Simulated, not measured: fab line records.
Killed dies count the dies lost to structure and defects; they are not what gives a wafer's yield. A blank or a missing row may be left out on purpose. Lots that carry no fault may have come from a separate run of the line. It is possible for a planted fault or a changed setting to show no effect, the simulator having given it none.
fab line records	flow n5_finfet	part 1 of 2: steps 1 to 4 of 6
record lots=23	wafers=69	last_day=19
route steps=1938 shown BEOL_M7@1327 BEOL_M8@1332
lots untouched by any fault: they come from a run of this same line in which no faults occurred
start_h: start of the lot's first displayed wafer, in hours after the record's first day	wait_h: hours from the lot's prior step to this one	" as in the row above	L1.1+2: one row covering several wafers at once	- either no value or no given start	* or withheld: withheld	< > ~ a bound
route shown NAME@n: a module of which the file shows steps, and the number in the route of the first	usual: mean/standard deviation of fault-free wafers	same: alike in all rows	chamber/n: place in a boat	sites: per-site readings	_std_site: the standard deviation of these	_edge_site: outer sites' mean less inner sites'	radius_mm: for every site, how far away it sits from the centre of the wafer	mask NAME#n: copy n	behind: the tool/chamber that last shaped the wafer	hold: reason for holding the lot/hours on hold/outcome of the hold	device: names the non-switching transistor (n, p or np)	end of line: at the end of the route, the tests of the same wafers	a step given without rows: its recipe and nothing more	killed: dies lost to structure and defects at the first sort, not the wafer's yield	map: a wafer's dies, x killed, . not, _ none there
set.NAME: the setting that was run; set.NAME@STEP: the one run at that earlier step	model.NAME: the simulator's own value behind a step, which no gauge read
the route's steps for a sample of lots (tables are steps, rows are wafers)
services: a tool's chamber out of use, with start hour (start_h, from the record's first day; less than 0 if before it), hours out, and reason
## steps
# step N5_BEOL_M7_THK_MEAS_53
# recipe thk_meas_gauge=xrf	reads=Cu_of_BEOL_M7_ECD_50
# usual M7_THK=78.2/2.2
lot.wafer	tool	chamber	start_h	wait_h	M7_THK[nm]
L074.1	film_metro-01	-	202.60	-	79.9
L074.4	"	-	"	"	77.1
L074.6	"	-	"	"	78.3
L075.2	film_metro-02	-	220.61	-	82.9
L075.3	"	-	"	"	81.1
L075.5	"	-	"	"	80.3
L076.1	film_metro-02	-	240.37	-	78.6
L076.2	"	-	"	"	78.3
L076.4	"	-	"	"	79.1
L077.3	film_metro-01	-	242.53	-	76.2
L077.5	"	-	"	"	77.1
L077.6	"	-	"	"	77.7
L079.4	film_metro-01	-	243.25	-	74.2
L079.5	"	-	"	"	73.8
L079.6	"	-	"	"	79.3
L078.1	film_metro-02	-	260.97	-	81.8
L078.5	"	-	"	"	79.8
L078.6	"	-	"	"	79.1
L081.2	film_metro-01	-	270.35	-	77.0
L081.4	"	-	"	"	78.4
L081.5	"	-	"	"	76.8
L082.1	film_metro-02	-	271.91	-	76.9
L082.2	"	-	"	"	81.4
L082.4	"	-	"	"	76.6
L080.1	film_metro-01	-	272.18	-	75.7
L080.3	"	-	"	"	76.5
L080.6	"	-	"	"	77.0
L084.4	film_metro-01	-	275.99	-	78.5
L084.5	"	-	"	"	76.0
L084.6	"	-	"	"	77.9
L083.1	film_metro-02	-	277.16	-	80.7
L083.3	"	-	"	"	81.5
L083.5	"	-	"	"	80.7
L087.4	film_metro-01	-	279.00	-	78.9
L087.5	"	-	"	"	76.2
L087.6	"	-	"	"	81.7
L085.2	film_metro-02	-	282.28	-	78.1
L085.5	"	-	"	"	79.6
L085.6	"	-	"	"	76.6
L086.2	film_metro-02	-	300.19	-	79.5
L086.5	"	-	"	"	77.5
L086.6	"	-	"	"	77.6
L088.1	film_metro-02	-	309.80	-	77.5
L088.2	"	-	"	"	77.8
L088.4	"	-	"	"	78.0
L091.2	film_metro-01	-	316.51	-	78.1
L091.3	"	-	"	"	78.4
L091.6	"	-	"	"	79.4
L092.1	film_metro-01	-	337.84	-	77.9
L092.2	"	-	"	"	74.8
L092.3	"	-	"	"	74.8
L094.2	film_metro-01	-	341.48	-	76.1
L094.3	"	-	"	"	74.6
L094.4	"	-	"	"	74.0
L093.2	film_metro-01	-	349.12	-	77.6
L093.3	"	-	"	"	75.8
L093.4	"	-	"	"	76.3
L090.1	film_metro-02	-	350.74	-	77.4
L090.4	"	-	"	"	77.0
L090.6	"	-	"	"	82.5
L095.1	film_metro-01	-	350.88	-	75.4
L095.4	"	-	"	"	75.1
L095.5	"	-	"	"	79.2
L096.1	film_metro-02	-	360.59	-	78.4
L096.2	"	-	"	"	81.9
L096.4	"	-	"	"	82.2
L097.3	film_metro-01	-	370.05	-	77.8
L097.4	"	-	"	"	79.9
L097.5	"	-	"	"	77.3
# step N5_BEOL_M8_ILD_DEP_00
# recipe material=SiCOH_lowk	target_thk_a=1797.5	temp_c=300	precursor=DEMS/porogen	pressure_torr=5	rf_w=500	time_s=33.4
# usual chamber_pressure_Torr=5.001/0.011	heater_power_w=309/43	showerhead_plenum_p_Torr=5.735/0.018	throttle_valve_pct=14.0/0.69
lot.wafer	tool	chamber	start_h	wait_h	chamber_pressure_Torr	heater_power_w	showerhead_plenum_p_Torr	since_wet_clean_h	throttle_valve_pct
L074.1	pecvd-04	0	203.05	0.0	4.998	248	5.747	726	13.7
L074.4	"	0	"	"	4.991	261	5.731	-	13.5
L074.6	"	1	"	"	5.000	321	5.730	-	14.3
L075.2	pecvd-01	0	220.80	0.0	5.015	298	5.737	1106	14.1
L075.3	"	2	"	"	5.006	319	5.735	352	13.5
L075.5	"	0	"	"	5.008	294	5.755	-	14.3
L076.1	pecvd-01	0	240.57	0.0	4.996	251	5.751	1126	13.9
L076.2	"	2	"	"	4.998	331	5.724	372	13.5
L076.4	"	2	"	"	5.014	338	5.711	-	13.6
L077.3	pecvd-03	0	242.72	0.0	5.001	348	5.765	947	14.6
L077.5	"	2	"	"	4.993	411	5.748	-	12.6
L077.6	"	1	"	"	4.994	307	5.709	-	14.8
L079.4	pecvd-03	2	243.46	0.1	4.999	352	5.739	-	12.4
L079.5	"	1	"	"	4.997	315	5.715	-	14.6
L079.6	"	0	"	"	4.997	359	5.738	-	14.5
L078.1	pecvd-04	2	261.17	0.0	5.003	292	5.734	30	14.0
L078.5	"	0	"	"	5.014	266	5.733	-	13.8
L078.6	"	1	"	"	4.991	294	5.738	-	14.0
L081.2	pecvd-03	2	270.54	0.0	5.000	375	5.756	220	12.5
L081.4	"	1	"	"	5.006	303	5.702	-	14.8
L081.5	"	2	"	"	5.011	375	5.766	-	12.6
L082.1	pecvd-03	2	272.10	0.0	5.007	387	5.750	222	12.3
L082.2	"	1	"	"	4.999	283	5.729	1701	14.3
L082.4	"	1	"	"	5.016	296	5.716	-	14.5
L080.1	pecvd-03	0	272.37	0.0	4.993	310	5.769	976	14.5
L080.3	"	2	"	"	5.004	389	5.756	222	12.6
L080.6	"	0	"	"	4.987	317	5.761	-	14.9
L084.4	pecvd-04	0	276.21	0.1	4.982	250	5.726	-	13.7
L084.5	"	1	"	"	4.981	326	5.740	-	14.0
L084.6	"	2	"	"	4.990	271	5.725	-	14.1
L083.1	pecvd-04	2	277.36	0.0	4.990	306	5.737	46	13.7
L083.3	"	0	"	"	5.007	213	5.733	800	14.0
L083.5	"	2	"	"	5.004	318	5.731	-	13.6
L087.4	pecvd-01	0	279.22	0.1	5.010	255	5.739	-	14.1
L087.5	"	1	"	"	5.006	263	5.724	-	14.1
L087.6	"	2	"	"	4.994	342	5.728	-	13.7
L085.2	pecvd-03	1	282.47	0.0	4.987	283	5.722	1711	14.6
L085.5	"	0	"	"	4.984	291	5.763	-	14.9
L085.6	"	2	"	"	5.003	369	5.760	-	12.6
L086.2	pecvd-01	2	300.39	0.0	5.003	309	5.738	431	13.6
L086.5	"	0	"	"	5.013	287	5.739	-	14.0
L086.6	"	1	"	"	5.001	281	5.722	-	14.2
L088.1	pecvd-01	1	309.99	0.0	5.013	301	5.716	1920	14.4
L088.2	"	2	"	"	4.993	364	5.736	441	13.4
L088.4	"	2	"	"	4.991	367	5.723	-	13.3
L091.2	pecvd-01	0	316.71	0.0	5.012	285	5.737	1202	14.0
L091.3	"	2	"	"	5.007	358	5.708	448	13.9
L091.6	"	1	"	"	4.970	296	5.718	-	14.0
L092.1	pecvd-04	2	338.04	0.0	5.003	297	5.727	107	14.0
L092.2	"	0	"	"	4.995	226	5.730	861	13.9
L092.3	"	1	"	"	5.012	298	5.728	1586	14.1
L094.2	pecvd-04	0	341.67	0.0	5.008	234	5.710	864	14.0
L094.3	"	2	"	"	4.979	310	5.740	-	13.9
L094.4	"	0	"	"	5.010	233	5.723	-	14.0
L093.2	pecvd-03	1	349.31	0.0	5.000	258	5.727	1778	14.9
L093.3	"	2	"	"	5.007	360	5.741	299	12.5
L093.4	"	2	"	"	5.006	372	5.766	-	12.5
L090.1	pecvd-04	2	350.96	0.0	5.002	283	5.734	120	14.2
L090.4	"	2	"	"	5.009	300	5.742	-	14.0
L090.6	"	2	"	"	4.986	310	5.735	-	14.1
L095.1	pecvd-03	1	351.07	0.0	4.976	255	5.713	1780	14.6
L095.4	"	0	"	"	4.992	354	5.760	-	14.9
L095.5	"	1	"	"	4.991	266	5.713	-	14.5
L096.1	pecvd-03	0	360.82	0.0	5.000	344	5.754	1065	14.7
L096.2	"	1	"	"	4.983	255	5.719	1790	14.8
L096.4	"	0	"	"	4.997	354	5.773	-	15.0
L097.3	pecvd-01	1	370.24	0.0	5.014	290	5.722	1980	14.2
L097.4	"	0	"	"	4.996	291	5.738	-	13.9
L097.5	"	1	"	"	4.996	296	5.718	-	14.0
# step N5_BEOL_M8_PECVD_70
# recipe material=SiO2	target_thk_a=200	temp_c=400	precursor=TEOS/O2	pressure_torr=5.5	rf_w=450	teos_flow_sccm=53.8	gas=O2	flow_sccm=3000	time_s=22.7
# usual chamber_pressure_Torr=5.499/0.011	heater_power_w=688/67	showerhead_plenum_p_Torr=8.75/0.051	throttle_valve_pct=22.6/0.85
lot.wafer	tool	chamber	start_h	wait_h	chamber_pressure_Torr	heater_power_w	showerhead_plenum_p_Torr	since_wet_clean_h	throttle_valve_pct
L074.1	pecvd-04	1	203.68	0.0	5.477	669	8.77	1451	22.9
L074.4	"	0	"	"	5.480	655	8.74	-	22.2
L074.6	"	0	"	"	5.513	657	8.75	-	22.3
L075.2	pecvd-04	0	221.41	0.0	5.488	634	8.75	744	22.1
L075.3	"	1	"	"	5.513	741	8.77	-	23.0
L075.5	"	1	"	"	5.506	751	8.75	-	23.1
L076.1	pecvd-03	1	241.18	0.0	5.507	621	8.67	1670	23.9
L076.2	"	2	"	"	5.501	723	8.83	191	19.9
L076.4	"	2	"	"	5.522	755	8.83	-	20.0
L077.3	pecvd-01	1	243.34	0.0	5.477	672	8.71	1853	22.9
L077.5	"	0	"	"	5.501	675	8.76	-	22.7
L077.6	"	1	"	"	5.484	681	8.72	-	22.9
L079.4	pecvd-01	2	244.13	0.1	5.506	722	8.72	-	22.1
L079.5	"	0	"	"	5.500	639	8.75	-	22.6
L079.6	"	2	"	"	5.460	718	8.73	-	22.1
L078.1	pecvd-04	1	261.78	0.0	5.496	741	8.74	1509	22.7
L078.5	"	2	"	"	5.481	634	8.74	-	22.5
L078.6	"	0	"	"	5.509	537	8.74	-	22.4
L081.2	pecvd-04	1	271.28	0.0	5.508	719	8.73	1519	22.9
L081.4	"	0	"	"	5.500	662	8.75	-	22.0
L081.5	"	1	"	"	5.507	709	8.76	-	22.8
L082.1	pecvd-04	2	272.72	0.0	5.501	686	8.73	41	22.4
L082.2	"	1	"	"	5.493	717	8.73	1520	22.9
L082.4	"	0	"	"	5.505	646	8.74	-	22.2
L080.1	pecvd-01	0	272.99	0.0	5.503	589	8.76	1158	22.8
L080.3	"	1	"	"	5.508	625	8.70	1883	23.0
L080.6	"	0	"	"	5.516	610	8.72	-	22.7
L084.4	pecvd-04	2	276.83	0.1	5.493	693	8.72	-	22.3
L084.5	"	0	"	"	5.504	568	8.74	-	22.4
L084.6	"	1	"	"	5.507	721	8.76	-	23.0
L083.1	pecvd-03	0	277.97	0.0	5.501	774	8.85	982	23.7
L083.3	"	2	"	"	5.498	754	8.81	228	20.1
L083.5	"	2	"	"	5.487	743	8.83	-	20.3
L087.4	pecvd-04	2	279.83	0.1	5.486	622	8.74	-	22.4
L087.5	"	1	"	"	5.501	761	8.76	-	22.8
L087.6	"	0	"	"	5.488	649	8.74	-	22.2
L085.2	pecvd-01	0	283.09	0.0	5.515	634	8.76	1168	22.9
L085.5	"	0	"	"	5.507	645	8.79	-	22.7
L085.6	"	2	"	"	5.508	823	8.69	-	22.0
L086.2	pecvd-04	0	301.65	0.0	5.494	614	8.73	824	22.1
L086.5	"	0	"	"	5.518	597	8.77	-	22.4
L086.6	"	2	"	"	5.513	696	8.73	-	22.7
L088.1	pecvd-03	0	310.60	0.0	5.486	759	8.89	1014	24.2
L088.2	"	2	"	"	5.495	720	8.81	260	20.1
L088.4	"	2	"	"	5.509	737	8.84	-	20.3
L091.2	pecvd-04	2	317.72	0.0	5.493	714	8.73	86	22.4
L091.3	"	1	"	"	5.491	717	8.77	1565	22.6
L091.6	"	0	"	"	5.495	656	8.76	-	22.3
L092.1	pecvd-01	0	339.13	0.0	5.513	607	8.73	1224	22.8
L092.2	"	1	"	"	5.510	677	8.72	1949	22.8
L092.3	"	2	"	"	5.491	719	8.72	470	22.3
L094.2	pecvd-03	0	342.79	0.0	5.509	791	8.87	1047	24.1
L094.3	"	1	"	"	5.477	663	8.68	1772	23.7
L094.4	"	1	"	"	5.482	675	8.69	-	23.5
L093.2	pecvd-04	2	350.13	0.1	5.492	630	8.74	-	22.6
L093.3	"	2	"	"	5.488	644	8.75	-	22.6
L093.4	"	2	"	"	5.491	641	8.74	-	22.8
L090.1	pecvd-01	0	351.67	0.0	5.506	690	8.75	1237	22.9
L090.4	"	1	"	"	5.496	615	8.71	-	23.3
L090.6	"	0	"	"	5.508	704	8.72	-	22.7
L095.1	pecvd-03	2	351.70	0.1	5.498	888	8.82	302	20.6
L095.4	"	0	"	"	5.508	807	8.90	-	24.0
L095.5	"	2	"	"	5.511	879	8.84	-	20.2
L096.1	pecvd-01	0	361.43	0.0	5.506	657	8.76	1247	22.8
L096.2	"	2	"	"	5.495	739	8.69	493	22.1
L096.4	"	2	"	"	5.501	741	8.69	-	22.3
L097.3	pecvd-04	2	370.95	0.0	5.481	714	8.73	140	23.1
L097.4	"	1	"	"	5.487	703	8.74	-	22.8
L097.5	"	0	"	"	5.510	611	8.77	-	22.4
# step N5_BEOL_M8_TRENCH_ETCH_37
# recipe chemistry=C4F6/O2	target_depth_a=934.78	target=SiCOH_lowk	time_s=31.2	ion_energy_ev=250	pressure_mtorr=30	source_w=345	bias_w=185	Ar_flow_sccm=300	C4F6_flow_sccm=10	O2_flow_sccm=10
# usual O2_flow_sccm=10.000/0.029	drypump_motor_current_A=5.7/0.37	mfc_ar_sccm=299.9/0.84	oes_product_au=0.82/0.086	rf_vpp_V=668/8.9	showerhead_plenum_p_Torr=2.81/0.13	throttle_valve_pct=20.98/0.23
lot.wafer	tool	chamber	start_h	wait_h	O2_flow_sccm	drypump_motor_current_A	mfc_ar_sccm	oes_product_au	rf_hours_counter_h	rf_vpp_V	showerhead_plenum_p_Torr	throttle_valve_pct
L074.1	rie_diel-03	0	-	-	10.052	5.7	299.4	0.73	177	680	2.61	21.05
L074.4	"	1	"	"	10.021	5.8	299.8	0.95	-	651	2.91	20.57
L074.6	"	2	"	"	10.004	5.6	299.3	0.72	-	660	2.87	21.09
L075.2	rie_diel-05	3	-	-	10.019	4.9	300.3	0.86	60	661	3.00	20.90
L075.3	"	2	"	"	9.995	5.8	298.6	0.75	174	676	2.62	21.31
L075.5	"	2	"	"	10.025	5.8	299.7	0.75	-	673	2.62	21.29
L076.1	rie_diel-03	1	-	-	10.033	5.8	300.1	0.91	19	652	2.90	20.59
L076.2	"	3	"	"	10.018	5.5	299.9	0.94	8	679	2.93	20.79
L076.4	"	2	"	"	10.015	5.6	300.0	0.70	199	661	2.86	21.09
L077.3	rie_diel-05	2	-	-	9.963	5.9	301.3	0.74	186	674	2.62	21.32
L077.5	"	3	"	"	10.040	4.9	300.7	0.84	-	659	3.00	20.91
L077.6	"	2	"	"	9.997	5.8	301.8	0.73	-	676	2.62	21.33
L079.4	rie_diel-04	0	-	-	9.977	6.2	299.6	0.87	-	670	3.03	21.34
L079.5	"	1	"	"	9.959	6.0	298.8	0.88	-	669	2.78	20.66
L079.6	"	2	"	"	9.928	6.0	299.4	0.84	-	671	2.77	21.00
L078.1	rie_diel-04	3	-	-	10.007	6.5	300.0	1.00	2	662	2.79	20.94
L078.5	"	3	"	"	10.010	6.5	299.6	0.99	-	661	2.79	20.96
L078.6	"	2	"	"	9.995	6.0	299.5	0.84	-	672	2.77	21.01
L081.2	rie_diel-03	1	-	-	9.950	5.8	299.5	0.89	29	653	2.90	20.60
L081.4	"	0	"	"	9.971	5.7	301.5	0.72	200	679	2.60	21.09
L081.5	"	1	"	"	9.978	5.8	298.5	0.90	-	652	2.90	20.60
L082.1	rie_diel-04	3	-	-	9.983	6.4	300.1	0.98	6	662	2.79	20.96
L082.2	"	0	"	"	10.027	6.1	299.0	0.83	67	670	3.02	21.35
L082.4	"	1	"	"	9.968	6.0	299.1	0.86	43	669	2.77	20.66
L080.1	rie_diel-03	2	-	-	9.963	5.6	299.0	0.70	209	661	2.85	21.12
L080.3	"	0	"	"	9.982	5.7	299.5	0.71	200	680	2.60	21.09
L080.6	"	3	"	"	9.996	5.5	299.4	0.91	-	679	2.92	20.81
L084.4	rie_diel-05	0	-	-	9.964	5.4	299.2	0.95	11	661	2.78	20.70
L084.5	"	0	"	"	10.041	5.4	301.1	0.95	-	661	2.78	20.71
L084.6	"	3	"	"	10.004	4.9	299.7	0.83	-	661	2.99	20.94
L087.4	rie_diel-03	0	-	-	9.980	5.7	300.4	0.71	203	679	2.60	21.11
L087.5	"	0	"	"	9.963	5.7	300.6	0.70	-	679	2.59	21.11
L087.6	"	3	"	"	9.990	5.5	301.4	0.91	-	677	2.92	20.79
L083.1	rie_diel-04	0	-	-	9.998	6.1	299.8	0.83	69	670	3.02	21.36
L083.3	"	2	"	"	10.042	6.0	299.8	0.83	83	672	2.77	21.01
L083.5	"	1	"	"	9.971	6.0	298.2	0.87	-	671	2.77	20.68
L085.2	rie_diel-03	0	-	-	10.038	5.7	299.2	0.70	205	681	2.59	21.09
L085.5	"	0	"	"	9.975	5.8	298.3	0.70	-	680	2.59	21.11
L085.6	"	2	"	"	9.964	5.6	299.9	0.69	-	660	2.85	21.13
L086.2	rie_diel-05	0	-	-	9.969	5.5	299.8	0.91	21	661	2.77	20.73
L086.5	"	3	"	"	10.010	4.9	300.9	0.81	-	660	2.99	20.95
L086.6	"	0	"	"	9.985	5.4	299.7	0.92	-	660	2.77	20.72
L088.1	rie_diel-05	0	-	-	10.030	5.4	299.8	0.92	23	663	2.77	20.73
L088.2	"	3	"	"	10.017	4.9	300.1	0.81	93	660	2.99	20.94
L088.4	"	1	"	"	10.064	5.5	299.4	0.81	97	676	2.87	21.16
L091.2	rie_diel-05	2	-	-	9.955	5.8	299.5	0.72	209	675	2.61	21.35
L091.3	"	1	"	"	10.019	5.5	299.5	0.81	99	676	2.87	21.17
L091.6	"	1	"	"	9.991	5.4	300.9	0.82	-	675	2.87	21.18
L092.1	rie_diel-04	1	-	-	10.002	6.0	301.2	0.84	65	669	2.76	20.72
L092.2	"	3	"	"	10.016	6.4	298.5	0.92	29	660	2.78	20.99
L092.3	"	0	"	"	9.993	6.1	300.2	0.81	91	669	3.01	21.37
L094.2	rie_diel-03	1	-	-	10.024	5.8	299.5	0.85	53	651	2.89	20.65
L094.3	"	3	"	"	9.992	5.5	299.5	0.86	43	679	2.91	20.84
L094.4	"	2	"	"	10.018	5.5	301.4	0.68	235	659	2.84	21.15
L093.2	rie_diel-04	3	-	-	10.038	6.5	300.9	0.91	32	661	2.78	21.01
L093.3	"	2	"	"	9.939	6.0	300.9	0.80	106	671	2.76	21.07
L093.4	"	0	"	"	9.992	6.2	300.1	0.80	94	670	3.01	21.38
L090.1	rie_diel-05	1	-	-	10.055	5.5	301.4	0.79	110	675	2.86	21.21
L090.4	"	2	"	"	9.985	5.8	300.7	0.71	220	673	2.60	21.36
L090.6	"	0	"	"	10.002	5.4	299.4	0.89	-	661	2.76	20.74
L095.1	rie_diel-05	0	-	-	10.007	5.4	299.8	0.88	37	663	2.76	20.74
L095.4	"	3	"	"	9.983	4.9	300.0	0.80	107	660	2.98	20.96
L095.5	"	3	"	"	9.995	4.9	299.7	0.80	-	662	2.98	20.95
L096.1	rie_diel-03	3	-	-	10.040	5.5	299.8	0.85	50	679	2.91	20.84
L096.2	"	2	"	"	9.968	5.6	299.2	0.67	242	661	2.84	21.16
L096.4	"	1	"	"	9.985	5.8	300.0	0.84	61	651	2.88	20.64
L097.3	rie_diel-03	3	-	-	9.985	5.5	299.7	0.85	54	679	2.90	20.87
L097.4	"	1	"	"	10.055	5.8	299.9	0.84	64	652	2.88	20.65
L097.5	"	1	"	"	10.003	5.8	302.3	0.85	-	652	2.88	20.66
